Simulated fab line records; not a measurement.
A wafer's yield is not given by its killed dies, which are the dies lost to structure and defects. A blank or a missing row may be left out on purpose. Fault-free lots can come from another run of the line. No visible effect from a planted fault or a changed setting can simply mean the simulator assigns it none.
Split-lot trial -- flow n5 finfet -- 39 wafers read from 7 lots, route of 1938 steps

## ON THE SPLIT
At N5_SD_EPI_N_ETCH_16 (etches SiO2 in CHF3/O2, target depth 5 nm), the setting target depth a was moved away from the recipe's 50 angstrom on 18 of the 39 wafers read, by -58.8% to +33.1%. For the rest of the wafers, this setting stayed at what the recipe calls for.

The split's own step is where the reading is taken.

## THE READING
etch.depth nm (the simulator's own value, which no gauge read), in nm, at N5_SD_EPI_N_ETCH_16 (etches SiO2 in CHF3/O2, target depth 5 nm). The file gives no usual value for it. Average 4.949 nm, standard deviation 0.091 nm, over the 21 wafers here run with the recipe.

wafer,"tool, chamber at the split","target depth a as run, angstrom",against the recipe,"etch.depth nm, nm",against lot-mates on the recipe
L074.1,"rie diel-05, 0",25.9,-48.2%,2.48,-2.469
L074.2,"rie diel-05, 1",50,recipe,4.989,-
L074.3,"rie diel-05, 3",25.9,-48.2%,2.609,-2.340
L074.4,"rie diel-05, 2",25.9,-48.2%,2.557,-2.392
L074.5,"rie diel-05, 1",50,recipe,4.94,-
L074.6,"rie diel-05, 2",50,recipe,4.917,-
L075.1,"rie diel-05, 0",34.46,-31.1%,3.291,-1.679
L075.2,"rie diel-05, 1",34.46,-31.1%,3.409,-1.561
L075.3,"rie diel-05, 3",50,recipe,5.016,-
L075.4,"rie diel-05, 2",50,recipe,4.874,-
L075.5,"rie diel-05, 1",50,recipe,5.019,-
L075.6,"rie diel-05, 2",34.46,-31.1%,3.377,-1.593
L078.1,"rie diel-01, 0",41.49,-17.0%,4.014,-0.956
L078.2,"rie diel-01, 3",50,recipe,4.978,-
L078.3,"rie diel-01, 1",50,recipe,4.979,-
L078.4,"rie diel-01, 2",41.49,-17.0%,4.159,-0.811
L078.5,"rie diel-01, 0",41.49,-17.0%,3.991,-0.979
L078.6,"rie diel-01, 1",50,recipe,4.953,-
L083.1,"rie diel-01, 3",20.59,-58.8%,2.019,-2.884
L083.2,"rie diel-01, 2",50,recipe,4.906,-
L083.3,"rie diel-01, 1",50,recipe,4.892,-
L083.4,"rie diel-01, 0",20.59,-58.8%,1.955,-2.948
L083.5,"rie diel-01, 3",20.59,-58.8%,2.012,-2.891
L083.6,"rie diel-01, 2",50,recipe,4.912,-
L090.1,"rie diel-01, 1",50,recipe,4.994,-
L090.2,"rie diel-01, 3",66.54,+33.1%,6.561,+1.644
L090.3,"rie diel-01, 2",66.54,+33.1%,6.519,+1.602
L090.4,"rie diel-01, 2",50,recipe,4.838,-
L090.5,"rie diel-01, 1",66.54,+33.1%,6.646,+1.729
L090.6,"rie diel-01, 3",50,recipe,4.919,-
L092.2,"rie diel-01, 3",50,recipe,4.877,-
L092.3,"rie diel-01, 1",50,recipe,4.919,-
L092.5,"rie diel-01, 1",50,recipe,4.915,-
L094.1,"rie diel-03, 3",31.61,-36.8%,3.068,-1.960
L094.2,"rie diel-03, 2",50,recipe,5.282,-
L094.3,"rie diel-03, 0",50,recipe,4.97,-
L094.4,"rie diel-03, 2",31.61,-36.8%,3.362,-1.666
L094.5,"rie diel-03, 3",50,recipe,4.833,-
L094.6,"rie diel-03, 0",31.61,-36.8%,3.134,-1.894

FIT RESULTS
A straight line over all 39 wafers: etch.depth nm changes by +0.0497 nm for each +1% of target depth a; r = +1.00; the points scatter about the line by 0.089 nm.
The same after taking each lot's own level away (the mean of its wafers on the recipe; 39 wafers): +0.05 nm for each +1%; r = +1.00; scatter 0.082 nm.
The reading moves by 2.9 nm for the largest change in target depth a, on that fit.
The lots' own levels span 4.9033 to 5.0283 nm, that is 1.4 times the standard deviation above.
So the lot-to-lot level changes the slope little: the two slopes agree.
Check: with one of the wafers moved furthest among these (-58.8%) left out of the fit, the line predicts -2.95 nm for it against its lot-mates. It came out at -2.88 nm against them.

## THE FILE'S OWN FIT
etch.depth nm changes by +0.0501 nm for each +1% of target depth a, r = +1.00.
